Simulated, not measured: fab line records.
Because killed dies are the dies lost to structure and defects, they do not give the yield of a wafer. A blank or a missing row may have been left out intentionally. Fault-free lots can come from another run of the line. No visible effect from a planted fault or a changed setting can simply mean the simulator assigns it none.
Which tool did it? | flow nandHarc | 13 lots with 39 wafers sampled at 4 steps, on a route of 1302 steps

## WHAT THE GAUGES READ, wafer by wafer
The record holds no reading of a measuring or inspecting step that can be judged against a usual standard deviation.

## TOOL THAT RAN EACH LOT (tool first, then ch and the chambers of the sampled wafers, then the start)
lot  | NHARC_A_CONTACT_DEP_84       | NHARC_A_CONTACT_DEP_85          | NHARC_A_CONTACT_ETCH_137           | NHARC_A_CONTACT_ETCH_110
L217 | aclDep-02 ch 0, day 22 10:48 | pecvd-04 ch 0,2, day 22 12:16   | harCapEtch-03 ch 0,1, day 22 14:55 | rieDiel-01 ch 0,2, day 22 16:32
L222 | aclDep-02 ch 0, day 23 03:23 | pecvd-03 ch 1,2, day 23 05:10   | harCapEtch-03 ch 0,1, day 23 08:08 | rieDiel-07 ch 0,1,2, day 23 10:12
L223 | aclDep-03 ch 0, day 24 03:33 | pecvd-04 ch 0,1,2, day 24 04:32 | harCapEtch-03 ch 0,1, day 24 07:23 | rieDiel-04 ch 2,3, day 24 08:55
L225 | aclDep-02 ch 0, day 24 15:59 | pecvd-01 ch 1,2, day 24 17:44   | harCapEtch-03 ch 0,1, day 24 20:30 | rieDiel-01 ch 0,1,3, day 24 22:08
L231 | aclDep-01 ch 0, day 28 01:59 | pecvd-04 ch 0,1,2, day 28 03:44 | harCapEtch-02 ch 0,1, day 28 06:33 | rieDiel-01 ch 1,3, day 28 08:10
L232 | aclDep-02 ch 0, day 28 03:07 | pecvd-01 ch 0,1,2, day 28 04:52 | harCapEtch-03 ch 0,1, day 28 07:31 | rieDiel-01 ch 1,2,3, day 28 09:08
L233 | aclDep-01 ch 0, day 28 22:13 | pecvd-04 ch 0,1,2, day 28 23:58 | harCapEtch-03 ch 0,1, day 29 02:40 | rieDiel-01 ch 0,3, day 29 04:14
L234 | aclDep-01 ch 0, day 29 11:34 | pecvd-03 ch 0,2, day 29 12:46   | harCapEtch-01 ch 0,1, day 29 15:29 | rieDiel-04 ch 0,2,3, day 29 17:01
L235 | aclDep-01 ch 0, day 29 20:19 | pecvd-01 ch 1,2, day 29 22:04   | harCapEtch-01 ch 0,1, day 30 00:53 | rieDiel-01 ch 1,3, day 30 02:28
L237 | aclDep-02 ch 0, day 30 03:17 | pecvd-03 ch 0,1,2, day 30 04:14 | harCapEtch-03 ch 0,1, day 30 07:03 | rieDiel-04 ch 1,2,3, day 30 08:52
L236 | aclDep-02 ch 0, day 30 04:42 | pecvd-01 ch 0,1, day 30 05:52   | harCapEtch-02 ch 0,1, day 30 08:50 | rieDiel-04 ch 1,2,3, day 30 10:23
L238 | aclDep-03 ch 0, day 32 07:02 | pecvd-03 ch 0,1,2, day 32 08:46 | harCapEtch-03 ch 0,1, day 32 11:25 | rieDiel-01 ch 0,1,3, day 32 13:02
L240 | aclDep-01 ch 0, day 32 19:20 | pecvd-03 ch 0,2, day 32 20:50   | harCapEtch-03 ch 0,1, day 33 00:23 | rieDiel-01 ch 2,3, day 33 02:04
- NHARC_A_CONTACT_DEP_84: deposits aC, target thk 2800 nm.
- NHARC_A_CONTACT_DEP_85: deposits SiON, target thk 60 nm.
- NHARC_A_CONTACT_ETCH_137: etches the open film in C4F8/O2/Ar, time 311 s, target depth 1912 nm.
- NHARC_A_CONTACT_ETCH_110: etches the open film in CF4/O2, target depth 60 nm, overetch 6 nm, time 33 s.

## AS READ BY THE TOOLS THEMSELVES (means over the sampled wafers that have a number; for cases with no such wafer, the mark the record gives instead)
NHARC_A_CONTACT_DEP_84.
lot  | tool      | throttleValvePct (%)
L217 | aclDep-02 | 35.005
L222 | aclDep-02 | 34.997
L223 | aclDep-03 | 34.993
L225 | aclDep-02 | 34.993
L231 | aclDep-01 | 34.999
L232 | aclDep-02 | 35.007
L233 | aclDep-01 | 34.993
L234 | aclDep-01 | 34.999
L235 | aclDep-01 | 35.000
L237 | aclDep-02 | 35.003
L236 | aclDep-02 | 34.997
L238 | aclDep-03 | 34.997
L240 | aclDep-01 | 35.002

NHARC_A_CONTACT_DEP_85.
lot  | tool     | heaterPowerW (W)
L217 | pecvd-04 | 774
L222 | pecvd-03 | 730
L223 | pecvd-04 | 839
L225 | pecvd-01 | 731
L231 | pecvd-04 | 870
L232 | pecvd-01 | 775
L233 | pecvd-04 | 821
L234 | pecvd-03 | 682
L235 | pecvd-01 | 722
L237 | pecvd-03 | 680
L236 | pecvd-01 | 891
L238 | pecvd-03 | 683
L240 | pecvd-03 | 647

NHARC_A_CONTACT_ETCH_110.
lot  | tool       | drypumpMotorCurrentA (A) | oesProductAu (a.u.) | rfVppV (V) | runLengthS (s) | showerheadPlenumPTorr (Torr) | throttleValvePct (%)
L217 | rieDiel-01 | 6.0                      | 1.012               | 199.0      | 54.5           | 1.36                         | 13.390
L222 | rieDiel-07 | 6.0                      | 0.994               | 197.3      | 54.4           | 1.34                         | 13.404
L223 | rieDiel-04 | 6.0                      | 1.002               | 198.3      | 54.2           | 1.33                         | 13.388
L225 | rieDiel-01 | 5.8                      | 1.008               | 198.1      | 54.0           | 1.32                         | 13.398
L231 | rieDiel-01 | 5.4                      | 1.005               | 196.5      | 53.7           | 1.29                         | 13.402
L232 | rieDiel-01 | 5.6                      | 0.995               | 197.8      | 54.3           | 1.33                         | 13.399
L233 | rieDiel-01 | 6.2                      | 1.010               | 196.2      | 53.7           | 1.30                         | 13.398
L234 | rieDiel-04 | 5.5                      | 1.000               | 198.7      | 54.3           | 1.34                         | 13.392
L235 | rieDiel-01 | 5.4                      | 1.002               | 197.7      | 53.9           | 1.32                         | 13.399
L237 | rieDiel-04 | 5.6                      | 0.997               | 196.2      | 54.5           | 1.28                         | 13.406
L236 | rieDiel-04 | 5.7                      | 1.004               | 196.3      | 54.4           | 1.28                         | 13.407
L238 | rieDiel-01 | 5.7                      | 0.995               | 197.4      | 54.0           | 1.31                         | 13.399
L240 | rieDiel-01 | 5.7                      | 1.012               | 198.0      | 54.5           | 1.34                         | 13.399

## THE ANSWER, worked out from the rows above alone
Rule: usual is defined by the lots themselves. Put in order of their means at a reading, lots are off if they are a third of the lots or fewer, leave a main group of 4 or more, and stand apart from it by a gap of 3 or more times the standard deviation of the main group's means; of several such gaps the widest counts. If all means in a main group match to the digits the tables above print for the reading, that group is not used. Also off: a lot with no number at a reading for which 4 or more lots have one. All remaining lots with rows at the step are treated as sound. After the gauges, taken in route order, come the tools' own readings; for these a lot's mean is taken, as printed above. At the first step where some lot is off, the reading lying furthest off is the one used; lots without a number count as furthest.
Nothing can be told from this: no lot is off at any reading shown.

## WHAT WAS PUT IN BY THE SIMULATOR
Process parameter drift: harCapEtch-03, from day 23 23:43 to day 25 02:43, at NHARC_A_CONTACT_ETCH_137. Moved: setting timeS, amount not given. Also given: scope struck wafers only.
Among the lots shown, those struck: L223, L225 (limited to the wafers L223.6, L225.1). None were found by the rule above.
